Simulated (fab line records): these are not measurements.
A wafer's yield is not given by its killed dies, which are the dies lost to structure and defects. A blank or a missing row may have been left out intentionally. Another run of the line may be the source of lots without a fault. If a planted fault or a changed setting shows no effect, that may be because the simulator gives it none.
fab line records | flow nand-harc | part 1 of 2: steps 1 to 20 of 32
record lots=5 | wafers=15 | last-day=28
route steps=1302 shown P_GATE@131
lots untouched by any fault: they come from a run of this same line in which no faults occurred
start-h: hours from the record's opening day to when the first of the lot's shown wafers began | wait-h: hours from the lot's prior step to this one | " the same as in the row above | L1.1+2: a single row standing in for several wafers | - either no value or no given start | * or withheld: withheld | < > ~ a bound
route shown NAME@n: a module of which the file shows steps, and the number in the route of the first | usual: average and standard deviation across the fault-free wafers | same: alike in all rows | chamber/n: place in a boat | sites: per-site readings | _std_site: standard deviation across them | _edge_site: outer sites' mean less inner sites' | radius-mm: for every site, how far away it sits from the centre of the wafer | mask NAME#n: copy n | behind: the tool/chamber that last shaped the wafer | hold: what put the lot on hold/how long, in hours/how the hold closed | device: the transistor (n, p or np) that didn't switch | end of line: tests of these same wafers at the route's end | a step with no rows: only its recipe | killed: dies lost to structure and defects at the first sort, not the wafer's yield | map: dies across one wafer; x = killed, . = not, _ = none there
set.NAME: the setting the step ran with; set.NAME@STEP: the setting that earlier step ran with | model.NAME: the simulator's own value behind a step, which no gauge read
lots at some steps of the route; a table a step, a row a wafer
services: from which hour (start-h, from the record's first day; less than 0 if before it) a tool's chamber was out of use, for how many hours, and why
## steps
# step NHARC_P_GATE_HM_DEP_102
# recipe target-thk-a=1200 | temp-c=400 | material=aC
# usual susceptor-temp-C=400.00/0.22 | throttle-valve-pct=35.000/0.0088
lot.wafer | tool       | chamber | start-h | wait-h | susceptor-temp-C | throttle-valve-pct
L080.1    | acl-dep-02 | 0       | 163.87  | 3.1    | 400.22           | 34.995
L080.3    | "          | 0       | "       | "      | 400.42           | 35.001
L080.5    | "          | 0       | "       | "      | 400.44           | 34.999
L081.4    | acl-dep-02 | 0       | 169.60  | 0.7    | 400.35           | 35.003
L081.5    | "          | 0       | "       | "      | 400.17           | 35.001
L081.6    | "          | 0       | "       | "      | 399.95           | 35.002
L083.1    | acl-dep-01 | 0       | 186.36  | 3.2    | -                | 34.995
L083.2    | "          | 0       | "       | "      | -                | 35.005
L083.6    | "          | 0       | "       | "      | -                | 34.998
L084.1    | acl-dep-02 | 0       | 204.15  | 4.8    | 399.99           | 35.007
L084.3    | "          | 0       | "       | "      | 399.94           | 35.003
L084.4    | "          | 0       | "       | "      | 399.87           | 34.992
L085.2    | acl-dep-02 | 0       | 209.84  | 5.0    | 400.01           | 34.997
L085.4    | "          | 0       | "       | "      | 399.84           | 35.012
L085.5    | "          | 0       | "       | "      | 399.82           | 35.004
# step NHARC_P_GATE_DEP_103
# recipe target-thk-a=300 | target-thk-nm=30 | temp-c=400 | flow-sccm=200 | rf-w=350 | material=SiON
# usual heater-power-w=770/92 | susceptor-temp-C=399.99/0.2
lot.wafer | tool     | chamber | start-h | wait-h | heater-power-w | susceptor-temp-C
L080.1    | pecvd-02 | 2       | 164.56  | 0.6    | 665            | 399.84
L080.3    | "        | 0       | "       | "      | 782            | 399.77
L080.5    | "        | 1       | "       | "      | 892            | 400.01
L081.4    | pecvd-04 | 0       | 170.03  | 0.3    | 865            | 399.96
L081.6    | "        | 1       | "       | "      | 617            | 400.21
L081.5    | "        | 2       | "       | "      | 798            | 399.81
L083.1    | pecvd-01 | 0       | 187.13  | 0.7    | 735            | 400.07
L083.2    | "        | 1       | "       | "      | 633            | 399.73
L083.6    | "        | 1       | "       | "      | 630            | 400.05
L084.3    | pecvd-02 | 1       | 204.86  | 0.4    | 889            | 399.86
L084.1    | "        | 2       | "       | "      | 733            | 400.00
L084.4    | "        | 1       | "       | "      | 889            | 399.69
L085.2    | pecvd-02 | 0       | 210.46  | 0.5    | 750            | 399.85
L085.4    | "        | 2       | "       | "      | 765            | 400.08
L085.5    | "        | 0       | "       | "      | 755            | 399.94
# step NHARC_P_GATE_DEHYDRATE_18
# recipe temp-c=150 | time-s=120
# usual exhaust-pa=44.7/0.82
lot.wafer | tool           | chamber | start-h | wait-h | exhaust-pa
L080.1    | litho-track-04 | 0       | 164.81  | 0.2    | 44.3
L080.3    | "              | 0       | "       | "      | 44.6
L080.5    | "              | 0       | "       | "      | 43.4
L081.4    | litho-track-01 | 0       | 170.22  | 0.2    | 45.5
L081.5    | "              | 0       | "       | "      | 44.3
L081.6    | "              | 0       | "       | "      | 45.8
L083.1    | litho-track-04 | 0       | 187.41  | 0.2    | 44.2
L083.2    | "              | 0       | "       | "      | 44.3
L083.6    | "              | 0       | "       | "      | 43.7
L084.1    | litho-track-01 | 0       | 205.10  | 0.2    | 45.0
L084.3    | "              | 0       | "       | "      | 46.8
L084.4    | "              | 0       | "       | "      | 45.1
L085.2    | litho-track-06 | 0       | 210.68  | 0.2    | 45.0
L085.4    | "              | 0       | "       | "      | 44.8
L085.5    | "              | 0       | "       | "      | 45.8
# step NHARC_P_GATE_HMDS_19
# recipe time-s=30
# usual exhaust-pa=45.0/0.81
lot.wafer | tool           | chamber | start-h | wait-h | exhaust-pa
L080.1    | litho-track-04 | 0       | -       | -      | 45.0
L080.3    | "              | 0       | "       | "      | 43.6
L080.5    | "              | 0       | "       | "      | 42.5
L081.4    | litho-track-01 | 0       | -       | -      | 44.0
L081.5    | "              | 0       | "       | "      | 45.2
L081.6    | "              | 0       | "       | "      | 45.5
L083.1    | litho-track-04 | 0       | -       | -      | 45.2
L083.2    | "              | 0       | "       | "      | 44.6
L083.6    | "              | 0       | "       | "      | 44.6
L084.1    | litho-track-01 | 0       | -       | -      | 45.7
L084.3    | "              | 0       | "       | "      | 45.2
L084.4    | "              | 0       | "       | "      | 44.2
L085.2    | litho-track-06 | 0       | -       | -      | 45.4
L085.4    | "              | 0       | "       | "      | 45.7
L085.5    | "              | 0       | "       | "      | 45.3
# step NHARC_P_GATE_COAT_20
# recipe spin-rpm=1500 | resist-thk-nm=90
# usual exhaust-pa=44.9/0.94
lot.wafer | tool           | chamber | start-h | wait-h | exhaust-pa
L080.1    | litho-track-04 | 0       | -       | -      | 45.0
L080.3    | "              | 0       | "       | "      | 43.4
L080.5    | "              | 0       | "       | "      | 43.9
L081.4    | litho-track-01 | 0       | -       | -      | 44.9
L081.5    | "              | 0       | "       | "      | 46.7
L081.6    | "              | 0       | "       | "      | 43.9
L083.1    | litho-track-04 | 0       | -       | -      | 44.0
L083.2    | "              | 0       | "       | "      | 45.3
L083.6    | "              | 0       | "       | "      | 43.8
L084.1    | litho-track-01 | 0       | -       | -      | 44.9
L084.3    | "              | 0       | "       | "      | 44.2
L084.4    | "              | 0       | "       | "      | 45.5
L085.2    | litho-track-06 | 0       | -       | -      | 44.1
L085.4    | "              | 0       | "       | "      | 45.4
L085.5    | "              | 0       | "       | "      | 45.4
# step NHARC_P_GATE_SOFTBAKE_21
# recipe temp-c=105 | time-s=55
# usual exhaust-pa=44.9/0.86
lot.wafer | tool           | chamber | start-h | wait-h | exhaust-pa
L080.1    | litho-track-04 | 0       | -       | -      | 43.7
L080.3    | "              | 0       | "       | "      | 43.5
L080.5    | "              | 0       | "       | "      | 44.6
L081.4    | litho-track-01 | 0       | -       | -      | 44.0
L081.5    | "              | 0       | "       | "      | 43.8
L081.6    | "              | 0       | "       | "      | 42.5
L083.1    | litho-track-04 | 0       | -       | -      | 46.4
L083.2    | "              | 0       | "       | "      | 46.3
L083.6    | "              | 0       | "       | "      | 45.4
L084.1    | litho-track-01 | 0       | -       | -      | 45.2
L084.3    | "              | 0       | "       | "      | 45.7
L084.4    | "              | 0       | "       | "      | 44.7
L085.2    | litho-track-06 | 0       | -       | -      | 44.3
L085.4    | "              | 0       | "       | "      | 46.6
L085.5    | "              | 0       | "       | "      | 45.6
# step NHARC_P_GATE_EBR_22
# usual exhaust-pa=44.8/0.9
lot.wafer | tool           | chamber | start-h | wait-h | exhaust-pa
L080.1    | litho-track-04 | 0       | -       | -      | 43.7
L080.3    | "              | 0       | "       | "      | 46.3
L080.5    | "              | 0       | "       | "      | 46.1
L081.4    | litho-track-01 | 0       | -       | -      | 43.9
L081.5    | "              | 0       | "       | "      | 44.5
L081.6    | "              | 0       | "       | "      | 43.2
L083.1    | litho-track-04 | 0       | -       | -      | 44.2
L083.2    | "              | 0       | "       | "      | 44.7
L083.6    | "              | 0       | "       | "      | 43.9
L084.1    | litho-track-01 | 0       | -       | -      | 44.6
L084.3    | "              | 0       | "       | "      | 44.8
L084.4    | "              | 0       | "       | "      | 44.0
L085.2    | litho-track-06 | 0       | -       | -      | 45.6
L085.4    | "              | 0       | "       | "      | 46.6
L085.5    | "              | 0       | "       | "      | 46.0
# step NHARC_P_GATE_EXPOSE_23
# recipe na=1.35 | target-cd-nm=120 | dose-mj=93.91 | mask-id=P_GATE
# usual reticle-temp-C=22.99/0.1 | stage-vel-mm-s=500.01/0.24
lot.wafer | tool            | chamber | start-h | wait-h | mask     | reticle-temp-C | stage-vel-mm-s
L080.1    | arfi-scanner-03 | 0       | 164.95  | -      | P_GATE#0 | 23.05          | 500.20
L080.3    | "               | 0       | "       | "      | P_GATE#0 | 23.06          | 500.04
L080.5    | "               | 0       | "       | "      | P_GATE#0 | 23.13          | 500.10
L081.4    | arfi-scanner-02 | 0       | 170.50  | -      | P_GATE#0 | 23.01          | 499.96
L081.5    | "               | 0       | "       | "      | P_GATE#0 | 23.12          | 500.07
L081.6    | "               | 0       | "       | "      | P_GATE#0 | 23.07          | 500.02
L083.1    | arfi-scanner-03 | 0       | 187.55  | -      | P_GATE#0 | 23.07          | 500.08
L083.2    | "               | 0       | "       | "      | P_GATE#0 | 23.09          | 499.94
L083.6    | "               | 0       | "       | "      | P_GATE#0 | 23.05          | 499.96
L084.1    | arfi-scanner-02 | 0       | 205.36  | -      | P_GATE#0 | 22.92          | 500.43
L084.3    | "               | 0       | "       | "      | P_GATE#0 | 22.85          | 500.09
L084.4    | "               | 0       | "       | "      | P_GATE#0 | 23.08          | 500.00
L085.2    | arfi-scanner-02 | 0       | 210.82  | -      | P_GATE#0 | 23.00          | 500.05
L085.4    | "               | 0       | "       | "      | P_GATE#0 | 23.04          | 500.16
L085.5    | "               | 0       | "       | "      | P_GATE#0 | 23.04          | 500.23
# step NHARC_P_GATE_PEB_24
# recipe peb-temp-c=100 | peb-time-s=65
# usual exhaust-pa=44.8/0.86
lot.wafer | tool           | chamber | start-h | wait-h | exhaust-pa
L080.1    | litho-track-01 | 0       | 165.01  | 0.1    | 44.6
L080.3    | "              | 0       | "       | "      | 46.5
L080.5    | "              | 0       | "       | "      | 45.7
L081.4    | litho-track-04 | 0       | 170.55  | 0.0    | 45.1
L081.5    | "              | 0       | "       | "      | 45.0
L081.6    | "              | 0       | "       | "      | 45.5
L083.1    | litho-track-06 | 0       | 187.61  | 0.1    | 45.2
L083.2    | "              | 0       | "       | "      | 45.2
L083.6    | "              | 0       | "       | "      | 45.7
L084.1    | litho-track-01 | 0       | 205.43  | 0.1    | 44.3
L084.3    | "              | 0       | "       | "      | 43.3
L084.4    | "              | 0       | "       | "      | 45.2
L085.2    | litho-track-04 | 0       | 210.88  | 0.1    | 46.4
L085.4    | "              | 0       | "       | "      | 45.4
L085.5    | "              | 0       | "       | "      | 45.8
# step NHARC_P_GATE_DEVELOP_25
# recipe develop-time-s=35 | dev-temp-c=23
# usual exhaust-pa=45.1/0.91
lot.wafer | tool           | chamber | start-h | wait-h | exhaust-pa
L080.1    | litho-track-01 | 0       | -       | -      | 44.8
L080.3    | "              | 0       | "       | "      | 45.4
L080.5    | "              | 0       | "       | "      | 44.5
L081.4    | litho-track-04 | 0       | -       | -      | 45.4
L081.5    | "              | 0       | "       | "      | 44.6
L081.6    | "              | 0       | "       | "      | 44.4
L083.1    | litho-track-06 | 0       | -       | -      | 46.4
L083.2    | "              | 0       | "       | "      | 43.9
L083.6    | "              | 0       | "       | "      | 46.7
L084.1    | litho-track-01 | 0       | -       | -      | 44.3
L084.3    | "              | 0       | "       | "      | 44.6
L084.4    | "              | 0       | "       | "      | 45.9
L085.2    | litho-track-04 | 0       | -       | -      | 45.7
L085.4    | "              | 0       | "       | "      | 46.8
L085.5    | "              | 0       | "       | "      | 46.3
# step NHARC_P_GATE_CD_MEAS_26
# recipe target-cd-nm=120 | landing-energy-ev=500
# usual cd-nm=120.1/0.46
lot.wafer | tool      | chamber | start-h | wait-h | cd-nm
L080.1    | cd-sem-03 | 0       | 165.09  | -      | 120.4
L080.3    | "         | 0       | "       | "      | 119.7
L080.5    | "         | 0       | "       | "      | 120.9
L081.4    | cd-sem-02 | 0       | 170.64  | -      | 120.2
L081.5    | "         | 0       | "       | "      | 119.8
L081.6    | "         | 0       | "       | "      | 119.7
L083.1    | cd-sem-03 | 0       | 187.69  | -      | 119.6
L083.2    | "         | 0       | "       | "      | 120.1
L083.6    | "         | 0       | "       | "      | 120.4
L084.1    | cd-sem-01 | 0       | 205.50  | -      | 120.2
L084.3    | "         | 0       | "       | "      | 119.7
L084.4    | "         | 0       | "       | "      | 120.1
L085.2    | cd-sem-02 | 0       | 210.96  | -      | 120.0
L085.4    | "         | 0       | "       | "      | 120.1
L085.5    | "         | 0       | "       | "      | 120.6
# step NHARC_P_GATE_OVL_MEAS_27
# usual overlay-x-nm=0.0/0.93 | overlay-y-nm=0.1/0.82
lot.wafer | tool       | chamber | start-h | wait-h | overlay-x-nm | overlay-y-nm
L080.1    | overlay-01 | -       | 165.18  | -      | -1.2         | -0.6
L080.3    | "          | -       | "       | "      | -0.1         | 0.0
L080.5    | "          | -       | "       | "      | -0.5         | 0.0
L081.4    | overlay-01 | -       | 170.72  | -      | 0.2          | 0.8
L081.5    | "          | -       | "       | "      | -0.4         | 0.2
L081.6    | "          | -       | "       | "      | 0.2          | 0.5
L083.1    | overlay-02 | -       | 187.78  | -      | -0.6         | 0.3
L083.2    | "          | -       | "       | "      | -0.9         | 0.4
L083.6    | "          | -       | "       | "      | -0.4         | 0.3
L084.1    | overlay-02 | -       | 205.59  | -      | 1.0          | -0.4
L084.3    | "          | -       | "       | "      | 0.9          | -0.2
L084.4    | "          | -       | "       | "      | 0.4          | -0.4
L085.2    | overlay-01 | -       | 211.05  | -      | 0.6          | 0.0
L085.4    | "          | -       | "       | "      | 0.7          | -0.8
L085.5    | "          | -       | "       | "      | 1.4          | -0.3
# step NHARC_P_GATE_INSPECT_28
# usual raw-defect-count=6.0/2.7
lot.wafer | tool              | chamber | start-h | wait-h | raw-defect-count
L080.1    | defect-inspect-02 | -       | 165.21  | 0.0    | 14
L080.3    | "                 | -       | "       | "      | 9
L080.5    | "                 | -       | "       | "      | 12
L081.4    | defect-inspect-02 | -       | 170.75  | 0.0    | 7
L081.5    | "                 | -       | "       | "      | 4
L081.6    | "                 | -       | "       | "      | 4
L083.1    | defect-inspect-01 | -       | 187.82  | 0.0    | 1
L083.2    | "                 | -       | "       | "      | 5
L083.6    | "                 | -       | "       | "      | 4
L084.1    | defect-inspect-01 | -       | 205.63  | 0.0    | 6
L084.3    | "                 | -       | "       | "      | 7
L084.4    | "                 | -       | "       | "      | 8
L085.2    | defect-inspect-02 | -       | 211.08  | 0.0    | 4
L085.4    | "                 | -       | "       | "      | 2
L085.5    | "                 | -       | "       | "      | 5
# step NHARC_P_GATE_DESCUM_31
# recipe time-s=3 | o2-flow-sccm=200 | ar-flow-sccm=0 | bias-power-w=0 | chemistry=O2
# usual drypump-motor-current-A=5.4/0.45 | oes-product-au=0.997/0.01 | rf-vpp-V=57.7/0.95 | showerhead-plenum-p-Torr=1.90/0.094 | throttle-valve-pct=11.310/0.0088
lot.wafer | tool        | chamber | start-h | wait-h | drypump-motor-current-A | oes-product-au | rf-hours-counter-h | rf-vpp-V | showerhead-plenum-p-Torr | throttle-valve-pct
L080.3    | rie-diel-06 | 2       | 165.28  | 0.1    | 5.3                     | 0.999          | 2.4                | 57.1     | 1.83                     | 11.306
L080.1    | "           | 3       | "       | "      | 6.6                     | 1.004          | 3.0                | 56.5     | 1.79                     | 11.309
L080.5    | "           | 1       | "       | "      | 5.5                     | 1.013          | -                  | 57.4     | 1.78                     | 11.300
L081.4    | rie-diel-03 | 0       | 170.84  | 0.1    | 5.1                     | 0.976          | 2.7                | 57.8     | 2.02                     | 11.312
L081.6    | "           | 1       | "       | "      | 5.1                     | 0.993          | -                  | 58.1     | 1.87                     | 11.302
L081.5    | "           | 2       | "       | "      | 5.1                     | 1.003          | -                  | 57.7     | 2.05                     | 11.305
L083.2    | rie-diel-13 | 3       | 187.89  | 0.1    | 5.5                     | 0.979          | 1.2                | 59.2     | 2.03                     | 11.331
L083.1    | "           | 0       | "       | "      | 5.7                     | 1.010          | 1.0                | 56.6     | 1.89                     | 11.301
L083.6    | "           | 0       | "       | "      | 5.7                     | 0.997          | -                  | 57.0     | 1.89                     | 11.314
L084.3    | rie-diel-06 | 0       | 205.69  | 0.1    | 5.6                     | 1.008          | 4.0                | 58.6     | 1.96                     | 11.300
L084.1    | "           | 2       | "       | "      | 5.2                     | 0.984          | 3.3                | 57.2     | 1.83                     | 11.306
L084.4    | "           | 3       | "       | "      | 6.5                     | 1.000          | 4.8                | 56.2     | 1.79                     | 11.309
L085.4    | rie-diel-06 | 3       | 211.14  | 0.1    | 6.6                     | 1.008          | 4.8                | 57.0     | 1.79                     | 11.297
L085.2    | "           | 0       | "       | "      | 5.6                     | 1.000          | 4.1                | 58.1     | 1.96                     | 11.301
L085.5    | "           | 0       | "       | "      | 5.6                     | 0.998          | -                  | 58.8     | 1.96                     | 11.317
# step NHARC_P_GATE_ETCH_104
# recipe target-depth-a=600 | time-s=withheld | cf4-flow-sccm=100 | chf3-flow-sccm=30 | ar-flow-sccm=0 | rf-w=500 | bias-w=200 | chemistry=CF4/CHF3
# usual cf4-flow-sccm=100.0/0.32 | drypump-motor-current-A=5.4/0.47 | oes-product-au=0.946/0.02 | rf-vpp-V=370.1/2.6 | showerhead-plenum-p-Torr=1.56/0.072 | throttle-valve-pct=16.803/0.009
lot.wafer | tool        | chamber | start-h | wait-h | cf4-flow-sccm | drypump-motor-current-A | oes-product-au | rf-vpp-V | showerhead-plenum-p-Torr | throttle-valve-pct
L080.3    | rie-diel-06 | 1       | 165.36  | 0.1    | 100.3         | 5.6                     | 0.924          | 366.6    | 1.47                     | 16.806
L080.1    | "           | 3       | "       | "      | 99.7          | 6.6                     | 0.921          | 367.2    | 1.48                     | 16.790
L080.5    | "           | 0       | "       | "      | 99.7          | 5.6                     | 0.927          | 373.1    | 1.61                     | 16.792
L081.4    | rie-diel-03 | 2       | 170.90  | 0.1    | 99.8          | 5.1                     | 0.967          | 372.3    | 1.68                     | 16.818
L081.5    | "           | 2       | "       | "      | 99.3          | 5.1                     | 0.964          | 373.8    | 1.68                     | 16.795
L081.6    | "           | 3       | "       | "      | 100.2         | 4.9                     | 0.976          | 370.4    | 1.60                     | 16.798
L083.1    | rie-diel-13 | 0       | 187.98  | 0.1    | 99.8          | 5.7                     | 0.966          | 370.4    | 1.55                     | 16.792
L083.2    | "           | 3       | "       | "      | 100.2         | 5.5                     | 0.948          | 374.2    | 1.67                     | 16.792
L083.6    | "           | 0       | "       | "      | 100.0         | 5.8                     | 0.972          | 370.1    | 1.55                     | 16.819
L084.3    | rie-diel-06 | 3       | 205.78  | 0.1    | 100.1         | 6.6                     | 0.944          | 366.9    | 1.48                     | 16.795
L084.4    | "           | 0       | "       | "      | 100.1         | 5.6                     | 0.931          | 371.0    | 1.61                     | 16.794
L084.1    | "           | 1       | "       | "      | 100.1         | 5.6                     | 0.927          | 367.9    | 1.47                     | 16.805
L085.4    | rie-diel-06 | 3       | 211.23  | 0.1    | 100.3         | 6.6                     | 0.935          | 368.0    | 1.48                     | 16.797
L085.2    | "           | 0       | "       | "      | 100.5         | 5.6                     | 0.929          | 371.5    | 1.61                     | 16.802
L085.5    | "           | 3       | "       | "      | 100.6         | 6.6                     | 0.939          | 366.4    | 1.48                     | 16.790
# step NHARC_P_GATE_HM_OPEN_105
# recipe target-depth-a=3600 | o2-flow-sccm=400 | cos-flow-sccm=20 | ar-flow-sccm=0 | rf-w=500 | bias-w=300 | chemistry=O2/COS
# usual drypump-motor-current-A=5.4/0.47 | oes-product-au=0.998/0.01 | rf-vpp-V=467/3.3 | showerhead-plenum-p-Torr=3.10/0.14 | throttle-valve-pct=28.331/0.0092
lot.wafer | tool        | chamber | start-h | wait-h | drypump-motor-current-A | oes-product-au | rf-hours-counter-h | rf-vpp-V | showerhead-plenum-p-Torr | throttle-valve-pct
L080.3    | rie-diel-06 | 2       | -       | -      | 5.2                     | 1.000          | 2.4                | 464      | 2.99                     | 28.318
L080.1    | "           | 3       | "       | "      | 6.6                     | 1.004          | 3.0                | 462      | 2.93                     | 28.334
L080.5    | "           | 2       | "       | "      | 5.2                     | 0.995          | -                  | 463      | 2.99                     | 28.336
L081.4    | rie-diel-03 | 1       | -       | -      | 5.1                     | 1.004          | 2.6                | 466      | 3.05                     | 28.333
L081.5    | "           | 2       | "       | "      | 5.2                     | 1.012          | -                  | 471      | 3.33                     | 28.310
L081.6    | "           | 3       | "       | "      | 4.9                     | 1.009          | -                  | 468      | 3.17                     | 28.326
L083.1    | rie-diel-13 | 1       | -       | -      | 4.7                     | 1.007          | 1.2                | 464      | 2.94                     | 28.317
L083.2    | "           | 3       | "       | "      | 5.5                     | 0.998          | 1.2                | 471      | 3.30                     | 28.335
L083.6    | "           | 1       | "       | "      | 4.7                     | 0.999          | -                  | 463      | 2.94                     | 28.337
L084.3    | rie-diel-06 | 2       | -       | -      | 5.3                     | 0.993          | 3.3                | 464      | 2.99                     | 28.313
L084.1    | "           | 3       | "       | "      | 6.6                     | 1.009          | 4.8                | 462      | 2.93                     | 28.338
L084.4    | "           | 1       | "       | "      | 5.6                     | 1.004          | 4.5                | 463      | 2.92                     | 28.339
L085.4    | rie-diel-06 | 3       | -       | -      | 6.5                     | 1.013          | 4.9                | 462      | 2.93                     | 28.331
L085.2    | "           | 0       | "       | "      | 5.6                     | 1.014          | 4.1                | 469      | 3.19                     | 28.321
L085.5    | "           | 0       | "       | "      | 5.6                     | 1.000          | -                  | 467      | 3.19                     | 28.325
# step NHARC_P_GATE_STRIP_106
# recipe o2-flow-sccm=400 | cos-flow-sccm=20 | ar-flow-sccm=0 | bias-w=0 | chemistry=O2/COS
lot.wafer  | tool        | chamber | start-h | wait-h
L080.3+1+5 | rie-diel-06 | 3,0,0   | -       | -
L081.4+5+6 | rie-diel-03 | 0,1,2   | -       | -
L083.1+2+6 | rie-diel-13 | 0,1,3   | -       | -
L084.1+4+3 | rie-diel-06 | 2,3,1   | -       | -
L085.4+2+5 | rie-diel-06 | 3,2,3   | -       | -
# step NHARC_P_GATE_ETCH_114
# recipe target-depth-a=300 | overetch-a=30 | time-s=16.5 | ion-energy-ev=100 | cf4-flow-sccm=80 | o2-flow-sccm=20 | ar-flow-sccm=0 | rf-w=300 | bias-w=100 | chemistry=CF4/O2
# usual cf4-flow-sccm=80.00/0.25 | drypump-motor-current-A=5.4/0.47 | oes-product-au=0.999/0.0098 | rf-vpp-V=197.6/1.5 | showerhead-plenum-p-Torr=1.32/0.063 | throttle-valve-pct=13.397/0.0093
lot.wafer | tool        | chamber | start-h | wait-h | cf4-flow-sccm | drypump-motor-current-A | oes-product-au | rf-hours-counter-h | rf-vpp-V | showerhead-plenum-p-Torr | throttle-valve-pct
L080.3    | rie-diel-06 | 3       | -       | -      | 80.36         | 6.6                     | 1.004          | 3.0                | 195.7    | 1.25                     | 13.414
L080.1    | "           | 0       | "       | "      | 80.28         | 5.6                     | 1.004          | 1.9                | 198.6    | 1.37                     | 13.388
L080.5    | "           | 1       | "       | "      | 80.12         | 5.6                     | 1.009          | -                  | 197.3    | 1.25                     | 13.410
L081.4    | rie-diel-03 | 2       | -       | -      | 79.83         | 5.1                     | 1.010          | 3.1                | 198.4    | 1.43                     | 13.388
L081.5    | "           | 2       | "       | "      | 79.34         | 5.2                     | 1.001          | -                  | 200.1    | 1.43                     | 13.401
L081.6    | "           | 3       | "       | "      | 79.82         | 4.9                     | 0.994          | -                  | 197.3    | 1.36                     | 13.394
L083.1    | rie-diel-13 | 1       | -       | -      | 79.93         | 4.7                     | 0.996          | 1.3                | 196.2    | 1.25                     | 13.407
L083.2    | "           | 0       | "       | "      | 79.92         | 5.7                     | 1.008          | 1.0                | 198.7    | 1.32                     | 13.390
L083.6    | "           | 0       | "       | "      | 79.86         | 5.7                     | 1.012          | -                  | 197.0    | 1.32                     | 13.404
L084.3    | rie-diel-06 | 0       | -       | -      | 80.36         | 5.6                     | 1.013          | 4.1                | 198.4    | 1.37                     | 13.397
L084.1    | "           | 2       | "       | "      | 79.86         | 5.3                     | 0.987          | 3.3                | 197.2    | 1.28                     | 13.395
L084.4    | "           | 3       | "       | "      | 80.61         | 6.6                     | 1.016          | 4.8                | 196.6    | 1.25                     | 13.406
L085.2    | rie-diel-06 | 2       | -       | -      | 79.97         | 5.3                     | 0.982          | 3.4                | 196.1    | 1.28                     | 13.394
L085.4    | "           | 3       | "       | "      | 79.99         | 6.5                     | 1.011          | 4.9                | 196.3    | 1.25                     | 13.405
L085.5    | "           | 2       | "       | "      | 79.98         | 5.2                     | 0.973          | -                  | 197.1    | 1.28                     | 13.414
# step NHARC_P_GATE_ETCH_32
# recipe target-depth-a=1500 | over-etch-frac=1 | over-etch-ion-energy-ev=40 | time-s=100.1 | hbr-flow-sccm=150 | cl2-flow-sccm=50 | rf-w=400 | icp-w=400 | bias-w=100 | chemistry=HBr/Cl2
# usual drypump-motor-current-A=5.9/0.39 | oes-product-au=1.001/0.009 | throttle-valve-pct=26.407/0.0081
lot.wafer | tool      | chamber | start-h | wait-h | drypump-motor-current-A | oes-product-au | rf-hours-counter-h | throttle-valve-pct
L080.1    | rie-si-06 | 1       | 165.75  | -      | 5.4                     | 1.007          | 0.48               | 26.394
L080.3    | "         | 2       | "       | "      | 6.1                     | 1.016          | 0.51               | 26.425
L080.5    | "         | 1       | "       | "      | 5.5                     | 1.008          | -                  | 26.398
L081.4    | rie-si-02 | 0       | 171.33  | -      | 6.0                     | 1.003          | 0.40               | 26.405
L081.6    | "         | 0       | "       | "      | 6.0                     | 1.003          | -                  | 26.419
L081.5    | "         | 1       | "       | "      | 6.0                     | 1.003          | -                  | 26.410
L083.2    | rie-si-06 | 1       | 188.40  | -      | 5.4                     | 1.021          | 0.63               | 26.399
L083.1    | "         | 0       | "       | "      | 5.4                     | 0.993          | 0.61               | 26.400
L083.6    | "         | 1       | "       | "      | 5.4                     | 1.014          | -                  | 26.417
L084.3    | rie-si-02 | 0       | 206.15  | -      | 6.0                     | 0.999          | 0.58               | 26.406
L084.4    | "         | 1       | "       | "      | 6.0                     | 1.006          | 0.57               | 26.414
L084.1    | "         | 3       | "       | "      | 6.3                     | 1.008          | 0.50               | 26.408
L085.2    | rie-si-02 | 2       | 211.61  | -      | 5.3                     | 0.999          | 0.50               | 26.403
L085.4    | "         | 0       | "       | "      | 6.0                     | 0.997          | 0.67               | 26.402
L085.5    | "         | 2       | "       | "      | 5.3                     | 1.004          | -                  | 26.392
# step NHARC_P_GATE_STRIP_108
# recipe o2-flow-sccm=500 | ar-flow-sccm=0 | bias-w=0 | chemistry=O2
# usual drypump-motor-current-A=5.4/0.45 | oes-product-au=0.997/0.0086 | rf-vpp-V=57.7/0.86 | showerhead-plenum-p-Torr=3.51/0.16 | throttle-valve-pct=17.037/0.0096
lot.wafer | tool        | chamber | start-h | wait-h | drypump-motor-current-A | oes-product-au | rf-hours-counter-h | rf-vpp-V | showerhead-plenum-p-Torr | throttle-valve-pct
L080.1    | rie-diel-06 | 3       | 165.90  | -      | 6.5                     | 1.008          | 3.0                | 57.4     | 3.32                     | 17.020
L080.3    | "           | 1       | "       | "      | 5.6                     | 0.997          | 2.3                | 57.5     | 3.31                     | 17.044
L080.5    | "           | 3       | "       | "      | 6.5                     | 1.011          | -                  | 58.2     | 3.32                     | 17.006
L081.4    | rie-diel-03 | 3       | 171.49  | -      | 5.0                     | 1.004          | 1.4                | 57.5     | 3.58                     | 17.035
L081.5    | "           | 3       | "       | "      | 4.9                     | 1.006          | -                  | 57.2     | 3.58                     | 17.033
L081.6    | "           | 0       | "       | "      | 5.1                     | 0.988          | -                  | 59.5     | 3.72                     | 17.037
L083.2    | rie-diel-06 | 3       | 188.59  | -      | 6.6                     | 1.019          | 4.5                | 57.7     | 3.31                     | 17.021
L083.1    | "           | 0       | "       | "      | 5.6                     | 1.002          | 3.9                | 59.2     | 3.61                     | 17.035
L083.6    | "           | 1       | "       | "      | 5.6                     | 1.011          | -                  | 56.8     | 3.30                     | 17.042
L084.1    | rie-diel-03 | 2       | 206.31  | -      | 5.1                     | 0.990          | 5.7                | 58.6     | 3.75                     | 17.041
L084.3    | "           | 1       | "       | "      | 5.1                     | 0.996          | 4.8                | 57.5     | 3.45                     | 17.054
L084.4    | "           | 1       | "       | "      | 5.1                     | 0.993          | -                  | 57.0     | 3.45                     | 17.056
L085.2    | rie-diel-03 | 0       | 211.81  | -      | 5.1                     | 0.998          | 5.5                | 57.7     | 3.72                     | 17.035
L085.4    | "           | 1       | "       | "      | 5.1                     | 1.003          | -                  | 58.9     | 3.45                     | 17.049
L085.5    | "           | 2       | "       | "      | 5.2                     | 1.004          | -                  | 58.8     | 3.75                     | 17.035
